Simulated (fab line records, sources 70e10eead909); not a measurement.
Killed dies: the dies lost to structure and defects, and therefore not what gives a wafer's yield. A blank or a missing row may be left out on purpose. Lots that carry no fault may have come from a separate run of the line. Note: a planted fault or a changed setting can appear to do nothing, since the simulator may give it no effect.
Chamber matching | flow nand-harc | NHARC_A_STAIRCASE_DESCUM_443 on rie-diel-05 has 4 sister chambers
The step chemistry O2, time 3 s. 20 wafers are shown with their chamber, then 10 later ones without.

## WAFERS WITH THEIR CHAMBER
wafer  | chamber | drypump-motor-current-A (A) | showerhead-plenum-p-Torr (Torr) | oes-product-au (a.u.)
L074.1 | 2       | 6.1                         | 1.85                            | 1.001
L074.2 | 3       | 6.1                         | 1.91                            | 1.004
L074.5 | 2       | 6.2                         | 1.85                            | 0.999
L076.2 | 2       | 6.2                         | 1.85                            | 0.991
L076.3 | 3       | 6.1                         | 1.91                            | 1.007
L076.6 | 0       | 6.4                         | 2.03                            | 1.000
L076.1 | 0       | 6.4                         | 2.03                            | 0.996
L076.4 | 1       | 5.5                         | 1.90                            | 1.002
L076.5 | 3       | 6.1                         | 1.91                            | 1.010
L080.2 | 3       | 6.1                         | 1.90                            | 1.002
L080.4 | 1       | 5.5                         | 1.90                            | 0.989
L080.5 | 0       | 6.4                         | 2.03                            | 0.986
L081.2 | 2       | 6.1                         | 1.84                            | 0.995
L081.3 | 0       | 6.4                         | 2.03                            | 1.002
L081.6 | 0       | 6.4                         | 2.03                            | 0.992
L082.2 | 0       | 6.4                         | 2.02                            | 0.992
L082.3 | 3       | 6.1                         | 1.90                            | 1.011
L082.4 | 2       | 6.2                         | 1.84                            | 0.989
L084.3 | 2       | 6.2                         | 1.84                            | 0.996
L084.4 | 0       | 6.4                         | 2.02                            | 1.002

SIGNATURES (means of the wafers above)
reading                  | chamber 0 | chamber 1 | chamber 2 | chamber 3 | scatter within a chamber
drypump-motor-current-A  | 6.400     | 5.500     | 6.167     | 6.100     | 0.0289
showerhead-plenum-p-Torr | 2.0271    | 1.9000    | 1.8450    | 1.9060    | 0.00508
oes-product-au           | 0.99571   | 0.99550   | 0.99517   | 1.00680   | 0.00541
Rule: for a wafer and a chamber, the distance is found by dividing, reading by reading, the gap between the wafer's reading and the chamber's mean by the reading's scatter, squaring, summing and taking the root. The wafer belongs to the nearest chamber; if the next one is less than 2 further off, it can't be placed. The scatter: the root of (the sum of the squares of (reading less its chamber's mean) over the shown wafers, divided by (wafers less chambers)).

## WAFERS MISSING THEIR CHAMBER
wafer  | drypump-motor-current-A (A) | showerhead-plenum-p-Torr (Torr) | oes-product-au (a.u.)
L084.5 | 6.1                         | 1.90                            | 1.008
L087.1 | 6.2                         | 1.83                            | 0.989
L087.4 | 5.5                         | 1.89                            | 0.998
L087.6 | 6.1                         | 1.89                            | 1.001
L092.4 | 6.2                         | 1.83                            | 1.004
L092.5 | 6.1                         | 1.83                            | 0.996
L092.6 | 6.1                         | 1.89                            | 1.005
L096.2 | 6.2                         | 1.82                            | 0.995
L096.4 | 6.4                         | 2.01                            | 1.005
L096.6 | 6.1                         | 1.88                            | 1.004

## WHICH CHAMBER EACH WENT THROUGH
wafer  | from the rows above | in truth
L084.5 | 3                   | 3
L087.1 | 2                   | 2
L087.4 | 1                   | 1
L087.6 | 3                   | 3
L092.4 | 2                   | 2
L092.5 | 2                   | 2
L092.6 | 3                   | 3
L096.2 | 2                   | 2
L096.4 | 0                   | 0
L096.6 | 3                   | 3
10 of 10 placed correctly. Not placeable from these rows: 0. Wrongly placed: 0.
